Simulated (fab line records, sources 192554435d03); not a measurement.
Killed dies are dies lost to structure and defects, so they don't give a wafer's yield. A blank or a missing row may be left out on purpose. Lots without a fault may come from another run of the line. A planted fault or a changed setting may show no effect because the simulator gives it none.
fab line records | flow n5_finfet
record lots=6 wafers=18 last_day=17
route steps=1938 shown MOL_CONTACT_COAG@547 BEOL_M4@1111
lots that met no fault: from a run of the same line without faults
start_h: hours from the record's first day to the start of the lot's first wafer shown | wait_h: hours since the lot's step before | " the same as in the row above | L1.1+2: a row that stands for several wafers | - no value, or no start given | * or withheld: withheld | < > ~ a bound
route shown NAME@n: a module of which the file shows steps, and the number in the route of the first | usual: mean/standard deviation of fault-free wafers | same: alike in all rows | chamber/n: place in a boat | sites: the reading at each site | _std_site: their standard deviation | _edge_site: outer sites' mean less inner sites' | radius_mm: how far each site lies from the wafer's centre | mask NAME#n: copy n | behind: the tool/chamber that last shaped the wafer | hold: why the lot was held/for how many hours/how that ended | device: the transistor (n, p or np) that didn't switch | end of line: the same wafers' tests at the end of the route | a step without rows: its recipe alone | killed: dies lost to structure and defects at the first sort, not the wafer's yield | map: a wafer's dies, x killed, . not, _ none there
set.NAME: the setting as run; set.NAME@STEP: as run at that earlier step | model.NAME: the simulator's own value behind a step, which no gauge read
lots at some steps of the route; a table a step, a row a wafer
services: from which hour (start_h, from the record's first day; less than 0 if before it) a tool's chamber was out of use, for how many hours, and why
## steps
# step N5_MOL_CONTACT_COAG_SPUTTER_143
# recipe material=Co target_thk_a=25 temp_c=25 chamber_pressure_pa=0.2
# usual throttle_valve_pct=30.4/0.8
# columns lot.wafer tool chamber start_h wait_h throttle_valve_pct
L654.1 pvd_sputter-01 - 91.42 0.0 30.5
L654.2 " - " " 30.9
L654.4 " - " " 29.6
L659.1 pvd_sputter-01 - 123.91 0.0 29.9
L659.4 " - " " 29.9
L659.5 " - " " 30.5
L665.1 pvd_sputter-03 - 166.12 0.0 31.8
L665.2 " - " " 31.1
L665.5 " - " " 30.4
L666.1 pvd_sputter-01 - 171.07 0.0 29.5
L666.3 " - " " 30.0
L666.6 " - " " 29.6
L670.3 pvd_sputter-02 - 188.00 0.0 29.3
L670.4 " - " " 29.8
L670.5 " - " " 28.8
L677.1 pvd_sputter-02 - 227.43 0.0 30.4
L677.2 " - " " 29.4
L677.3 " - " " 30.8
# step N5_MOL_CONTACT_COAG_CO_FILL_22
# recipe material=Co target_thk_a=200 temp_c=200 precursor=CCTBA/H2 pressure_torr=30
# usual heater_power_w=227/16
# columns lot.wafer tool chamber start_h wait_h heater_power_w
L654.1 cvd_co-01 2 91.54 0.1 226
L654.2 " 1 " " 195
L654.4 " 0 " " 238
L659.1 cvd_co-01 1 124.03 0.1 207
L659.4 " 1 " " 205
L659.5 " 0 " " 248
L665.1 cvd_co-02 1 166.24 0.1 239
L665.2 " 2 " " 227
L665.5 " 1 " " 239
L666.1 cvd_co-02 2 171.19 0.1 221
L666.3 " 0 " " 224
L666.6 " 2 " " 223
L670.3 cvd_co-02 1 188.12 0.1 231
L670.4 " 1 " " 237
L670.5 " 0 " " 231
L677.1 cvd_co-01 2 227.55 0.1 224
L677.2 " 1 " " 204
L677.3 " 0 " " 250
# step N5_MOL_CONTACT_COAG_ANNEAL_113
# recipe temp_c=400 time_s=300 ambient=H2/N2
# usual lamp_power_pct=2.94/0.27 lamp_zone_5_pct=2.94/0.27 lamp_zone_7_pct=3.09/0.28 wafer_temp_C_max=401.5/0.45
# columns lot.wafer tool chamber start_h wait_h lamp_power_pct lamp_zone_5_pct lamp_zone_7_pct wafer_temp_C_max
L654.1 rtp_anneal-02 0 92.16 0.3 2.60 2.60 2.73 402.0
L654.2 " 0 " " 2.60 2.60 2.73 401.6
L654.4 " 0 " " 2.60 2.60 2.73 401.9
L659.1 rtp_anneal-01 0 124.94 0.6 3.15 3.15 3.31 401.3
L659.4 " 0 " " 3.15 3.15 3.31 401.5
L659.5 " 0 " " 3.14 3.15 3.31 400.8
L665.1 rtp_anneal-02 0 166.89 0.4 2.60 2.60 2.73 401.8
L665.2 " 0 " " 2.60 2.60 2.73 402.0
L665.5 " 0 " " 2.60 2.59 2.73 401.9
L666.1 rtp_anneal-02 0 171.81 0.3 2.59 2.60 2.73 401.5
L666.3 " 0 " " 2.59 2.60 2.73 402.4
L666.6 " 0 " " 2.60 2.60 2.74 401.6
L670.3 rtp_anneal-01 0 189.03 0.6 3.15 3.15 3.31 401.1
L670.4 " 0 " " 3.15 3.15 3.31 401.1
L670.5 " 0 " " 3.15 3.15 3.31 400.9
L677.1 rtp_anneal-01 0 228.40 0.6 3.15 3.15 3.31 401.2
L677.2 " 0 " " 3.15 3.15 3.30 401.2
L677.3 " 0 " " 3.15 3.15 3.31 401.3
# step N5_MOL_CONTACT_COAG_PRE_CLEAN_142
# recipe gas=H2/He time_s=60 temp_c=300
# usual heater_power_w=476/53
# columns lot.wafer tool chamber start_h wait_h heater_power_w
L654.1 pvd_sputter-01 - 93.64 1.3 404
L654.2 " - " " 422
L654.4 " - " " 502
L659.1 pvd_sputter-01 - 126.54 1.4 496
L659.4 " - " " 413
L659.5 " - " " 484
L665.1 pvd_sputter-01 - 170.51 3.5 414
L665.2 " - " " 480
L665.5 " - " " 409
L666.1 pvd_sputter-02 - 174.22 2.3 533
L666.3 " - " " 533
L666.6 " - " " 472
L670.3 pvd_sputter-03 - 190.32 1.1 539
L670.4 " - " " 403
L670.5 " - " " 579
L677.1 pvd_sputter-03 - 230.93 2.4 401
L677.2 " - " " 509
L677.3 " - " " 484
# step N5_MOL_CONTACT_COAG_SPUTTER_130
# recipe material=Co target_thk_a=475 temp_c=25 chamber_pressure_pa=0.5 power_w=3000
# step N5_MOL_CONTACT_COAG_PRECLEAN_125
# recipe chemistry=DIW time_s=57.5 temp_c=23
# step N5_MOL_CONTACT_COAG_SRD_126
# recipe dry_time_s=32 dry=n2_spin spin_rpm=1500
# step N5_MOL_CONTACT_COAG_CMP_23
# recipe stop_on=SiO2 t_overpolish_s=1.5 post_cmp_clean=cu_alkaline down_force_psi=2 platen_rpm=50.289 pad_velocity_m_s=1.0006 target_thk_nm=0
# step N5_MOL_CONTACT_COAG_WET_ETCH_26
# recipe target=Co target_depth_nm=13
# step N5_MOL_CONTACT_COAG_WET_ETCH_116
# recipe chemistry=SC1-inhibited target_depth_nm=4.6 dry=ipa_marangoni rinse_time_s=30 rinse_temp_c=23
# step N5_MOL_CONTACT_COAG_ALD_27
# recipe material=SiOC target_thk_a=170 temp_c=400 ald_precursor_family=carbosiloxane ald_co_reactant=H2-plasma pulse_time_s=1.5 time_s=2720 purge_time_s=2 co_reactant_purge_time_s=2 ald_cycles=340 pressure_torr=2
# usual ald_cycles=340/0 heater_power_w=874/92 precursor_pulse_height_rel=1.000/0.019 run_length_s=2769.8/0.57 time_s=2720/0
# columns lot.wafer tool chamber start_h wait_h ald_cycles heater_power_w precursor_pulse_height_rel run_length_s time_s model.SiOC_of_MOL_CONTACT_COAG_ALD_27.thk_nm
L654.1 ald_sin-03 0 97.81 3.1 340 903 0.998 2770.1 2720 17
L654.2 " 3 " " 340 792 1.031 2769.8 2720 17
L654.4 " 1 " " 340 893 1.012 2769.3 2720 17
L659.1 ald_sin-03 1 127.60 0.0 340 905 0.991 2769.4 2720 16.8
L659.4 " 2 " " 340 905 0.984 2769.9 2720 16.8
L659.5 " 3 " " 340 781 1.034 2768.7 2720 16.8
L665.1 ald_sin-02 2 171.99 0.3 340 1071 0.975 2770.3 2720 17
L665.2 " 3 " " 340 845 0.980 2769.9 2720 17
L665.5 " 1 " " 340 839 1.000 2769.8 2720 17
L666.1 ald_sin-02 0 175.91 0.0 340 810 1.004 2769.5 2720 16.8
L666.3 " 2 " " 304 1102 0.964 2482.3 2432 15.2
L666.6 " 3 " " 340 847 0.996 2769.2 2720 17
L670.3 ald_sin-02 0 191.97 0.2 304 838 0.997 2481.7 2432 15.2
L670.4 " 1 " " 340 823 0.982 2769.7 2720 17
L670.5 " 2 " " 340 1075 1.010 2770.5 2720 17
L677.1 ald_sin-04 3 232.14 0.0 340 698 1.050 2769.7 2720 17
L677.2 " 0 " " 340 739 0.984 2771.2 2720 17
L677.3 " 2 " " 340 807 0.988 2770.4 2720 16.8
# step N5_MOL_CONTACT_COAG_CMP_28
# recipe stop_on=SiNx t_overpolish_s=0.85 post_cmp_clean=alkaline_brush down_force_psi=4.15 platen_rpm=51.8 pad_velocity_m_s=1.0307 target_thk_nm=14.522
# usual motor_current_A=11.9/1.1 slurry_flow_ml_min=150.0/0.48
# columns lot.wafer tool chamber start_h wait_h motor_current_A slurry_flow_ml_min
L654.4 cmp-01 0 99.37 0.8 10.7 150.0
L654.2 " 1 " " 13.1 150.0
L654.1 " 3 " " 9.9 149.5
L659.4 cmp-04 3 129.22 0.9 12.9 149.5
L659.1 " 2 " " 12.0 150.8
L659.5 " 3 " " 12.4 149.0
L665.2 cmp-04 1 173.56 0.8 12.8 151.2
L665.1 " 3 " " 12.6 150.6
L665.5 " 1 " " 12.7 151.1
L666.3 cmp-01 1 177.55 0.9 13.3 150.1
L666.1 " 2 " " 13.3 150.4
L666.6 " 3 " " 10.0 150.3
L670.4 cmp-01 0 193.54 0.8 10.8 149.9
L670.3 " 2 " " 13.4 149.8
L670.5 " 0 " " 10.7 149.5
L677.3 cmp-04 0 233.75 0.8 11.5 150.2
L677.1 " 1 " " 13.3 149.7
L677.2 " 2 " " 11.3 149.6
# step N5_BEOL_M4_RC_MEAS_101
# usual DIBL_N=36.3/1.4 DIBL_P=35.7/1.5 IOFF_N=0.155/0.022 IOFF_P=0.204/0.027 ION_N=671/9 ION_P=459/6.2 SS_N=71.5/0.54 SS_P=73.1/0.56 VT_N=250.2/2.6 VT_P=-251/3.3
# columns lot.wafer tool chamber start_h wait_h DIBL_N[mV/V] DIBL_P[mV/V] IOFF_N[nA/um] IOFF_P[nA/um] ION_N[uA/um] ION_P[uA/um] SS_N[mV/dec] SS_P[mV/dec] VT_N[mV] VT_P[mV]
L654.1 prober-01 0 185.04 0.0 33.0 32.0 0.114 0.177 669 461 70.5 71.4 252.3 -252
L654.2 " 0 " " 36.3 34.8 0.167 0.214 673 455 71.9 72.9 247.1 -250
L654.4 " 0 " " 35.7 34.8 0.154 0.214 676 465 71.2 73.5 248.4 -249
L659.1 prober-01 0 192.01 0.5 36.0 35.3 0.150 0.212 667 462 71.3 72.4 250.2 -250
L659.4 " 0 " " 36.3 36.4 0.172 0.219 675 464 70.9 73.1 247.4 -248
L659.5 " 0 " " 36.5 35.3 0.163 0.215 677 465 71.1 73.4 248.7 -246
L665.1 prober-01 0 240.02 0.0 36.2 35.9 0.154 0.186 687 469 72.3 73.5 252.0 -255
L665.2 " 0 " " 37.0 37.1 0.170 0.207 688 461 71.7 73.7 252.4 -252
L665.5 " 0 " " 36.7 36.6 0.157 0.198 679 463 72.0 72.9 248.4 -253
L666.1 prober-01 0 256.78 0.0 35.5 36.7 0.145 0.187 664 450 71.7 72.7 250.9 -253
L666.3 " 0 " " 35.4 36.0 0.151 0.178 672 458 71.2 72.8 249.7 -254
L666.6 " 0 " " 34.0 35.1 0.126 0.166 662 452 71.0 72.9 252.4 -254
L670.3 prober-01 0 263.09 0.3 34.6 35.8 0.139 0.181 671 459 71.3 72.4 251.3 -250
L670.4 " 0 " " 34.4 35.0 0.131 0.177 652 449 72.1 73.0 255.6 -253
L670.5 " 0 " " 35.6 36.5 0.149 0.194 666 451 72.0 73.4 253.2 -252
L677.1 prober-01 0 307.18 0.0 36.2 35.0 0.150 0.181 667 449 71.7 72.0 252.0 -255
L677.2 " 0 " " 36.1 34.8 0.150 0.182 665 453 71.3 72.3 251.1 -255
L677.3 " 0 " " 35.6 35.9 0.145 0.186 670 461 71.3 72.7 251.7 -253
## services
# columns tool chamber start_h hours kind
cmp-04 - 68.05 0.7 repair
cmp-01 - 73.34 6.6 repair
cmp-04 - 77.74 4.0 repair
ald_sin-03 1 80.39 3.1 repair
ald_sin-02 - 85.37 14.0 pm
ald_sin-04 2 89.23 13.0 repair
cvd_co-02 2 93.85 3.5 repair
cmp-01 - 95.28 3.5 repair
cmp-01 - 108.73 12.0 pm
cmp-04 - 112.04 4.0 pm
cvd_co-01 0 115.38 4.7 repair
cvd_co-01 - 120.51 0.3 repair
cmp-01 - 127.49 4.0 repair
cvd_co-01 1 131.97 11.3 repair
cvd_co-01 2 137.86 8.4 repair
ald_sin-04 - 153.72 1.1 repair
cmp-04 - 160.84 3.5 pm
cvd_co-01 - 165.80 3.2 repair
cvd_co-01 - 171.90 2.5 repair
ald_sin-04 - 176.75 14.0 pm
cmp-01 - 176.78 0.4 repair
cmp-04 - 195.87 0.9 repair
rtp_anneal-01 - 217.81 1.1 pm
cmp-01 - 231.10 4.0 pm
## key
first_sign step=N5_MOL_CONTACT_COAG_ALD_27 reading=ald_cycles direction=down sigmas=99+ usual=* struck=*
effect step=N5_MOL_CONTACT_COAG_ALD_27 reading=time_s direction=down sigmas=99+ usual=* struck=*
model_effect step=N5_MOL_CONTACT_COAG_ALD_27 value=SiOC_of_MOL_CONTACT_COAG_ALD_27.thk_nm without=17 struck=15.2
met_at N5_MOL_CONTACT_COAG_ALD_27
struck_wafers L666.3,L670.3
onset_between 171.99 175.91
fault kind=process_parameter_drift tool=ald_sin-02 chamber=- onset_h=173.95 steps=N5_MOL_CONTACT_COAG_ALD_27 channel=ald_cycles offset=* shape=step end_h=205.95 scope=struck_wafers_only acts_in=* stated=*
